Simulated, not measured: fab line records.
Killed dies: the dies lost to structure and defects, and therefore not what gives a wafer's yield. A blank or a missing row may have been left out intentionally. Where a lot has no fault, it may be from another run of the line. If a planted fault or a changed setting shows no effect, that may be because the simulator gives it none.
Split-lot experiment ; flow n5Finfet ; route with 1938 steps; 7 lots, 21 wafers read

THE SPLIT
At N5_SD_EPI_N_PEB_07 (peb time 60 s), the setting pebTempC was moved away from the recipe's 110 C on 4 of the 21 wafers read, by -3.4% to +3.3%. This setting was run at the recipe's value on the other wafers.

THE PATH FROM SPLIT TO READING: the file shows 1 step between them
- N5_SD_EPI_N_DEVELOP_08: develop time 30 s

THE READING
cdNm at N5_SD_EPI_N_CD_MEAS_09, given in nm (cd target 120 nm). On this fab line, fault-free wafers typically give 120.0 nm with a standard deviation of 0.51 nm.

wafer;tool, chamber at the split;pebTempC as run, C;against the recipe;cdNm, nm;against lot-mates on the recipe
L074.2;lithoTrack-01, 0;110;recipe;120.1;-
L074.4;lithoTrack-01, 0;110;recipe;120.6;-
L074.6;lithoTrack-01, 0;110;recipe;119.9;-
L076.1;lithoTrack-04, 0;110;recipe;119.3;-
L076.4;lithoTrack-04, 0;110;recipe;119.8;-
L076.6;lithoTrack-04, 0;110;recipe;120.4;-
L080.1;lithoTrack-05, 0;110;recipe;119.7;-
L080.4;lithoTrack-05, 0;110;recipe;120.2;-
L080.5;lithoTrack-05, 0;110;recipe;119.7;-
L083.1;lithoTrack-05, 0;110;recipe;120.1;-
L083.3;lithoTrack-05, 0;110;recipe;120.8;-
L083.5;lithoTrack-05, 0;113.6;+3.3%;129.1;+8.7
L089.1;lithoTrack-05, 0;110;recipe;119.6;-
L089.3;lithoTrack-05, 0;110;recipe;119.6;-
L089.5;lithoTrack-05, 0;110;recipe;119.8;-
L096.3;lithoTrack-04, 0;107.8;-2.0%;114.3;-6.1
L096.5;lithoTrack-04, 0;107.8;-2.0%;113.7;-6.7
L096.6;lithoTrack-04, 0;110;recipe;120.4;-
L097.1;lithoTrack-05, 0;110;recipe;120.1;-
L097.2;lithoTrack-05, 0;110;recipe;120.3;-
L097.5;lithoTrack-05, 0;106.3;-3.4%;109.9;-10.3

THE FIT
A straight line over all 21 wafers: cdNm changes by +2.92 nm for each +1% of pebTempC; r = +0.99; the points scatter about the line by 0.4 nm.
The same after taking each lot's own level away (the mean of its wafers on the recipe; 21 wafers): +2.93 nm for each +1%; r = +0.99; scatter 0.39 nm.
Per that fit: largest pebTempC move, reading shift of 9.9 nm.
Measured against the standard deviation above, the lots' own levels, which go from 119.67 to 120.45 nm, span 1.5 times it.
Consequently the slope shifts little with the lot-to-lot level, the two slopes agreeing.
Check: with one of the wafers moved furthest among these (-3.4%) left out of the fit, the line predicts -9.78 nm for it against its lot-mates. It came out at -10.3 nm against them.

FURTHER SPLITS ON THESE WAFERS
Before the reading, these wafers also passed through other splits. Each is held against what the fit with the lots' levels taken away leaves over:
other split on the same wafers;wafers away from the commonest value;r with cdNm (lot level and that fit taken away)
N5_WELL_APT_COAT_02 spinRpm;6;+0.03
N5_WELL_APT_EXPOSE_22 doseMj;2;-0.26
N5_FIN_SAQP_SPACER1_ALD_24 tempC;9;+0.19
N5_FIN_SAQP_ETCH_65 timeS;7;+0.15
N5_FIN_CUT_CUT_ETCH_26 timeS;4;+0.23

THE WHOLE CHAIN: every reading that the file lists as answering this split, in the file's order
step;what it does;reading;change (the file's fit);r (the file's)
N5_SD_EPI_N_CD_MEAS_09;target cd 120 nm;cdNm;+2.92 nm for each +1% of the setting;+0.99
N5_SD_EPI_N_DESCUM_14;chemistry O2, time 7.9 s;SD_EPI_N.cdNm (the simulator's own value, which no gauge read);+2.95 nm for each +1% of the setting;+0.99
N5_SD_EPI_N_ETCH_34;etches SiARC in CF4, target depth 45.5 nm, time 75.8 s;SD_EPI_N.cdNm (the simulator's own value, which no gauge read);+2.93 nm for each +1% of the setting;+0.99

FILE'S OWN FIT
cdNm changes by +2.92 nm for each +1% of pebTempC, r = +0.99.
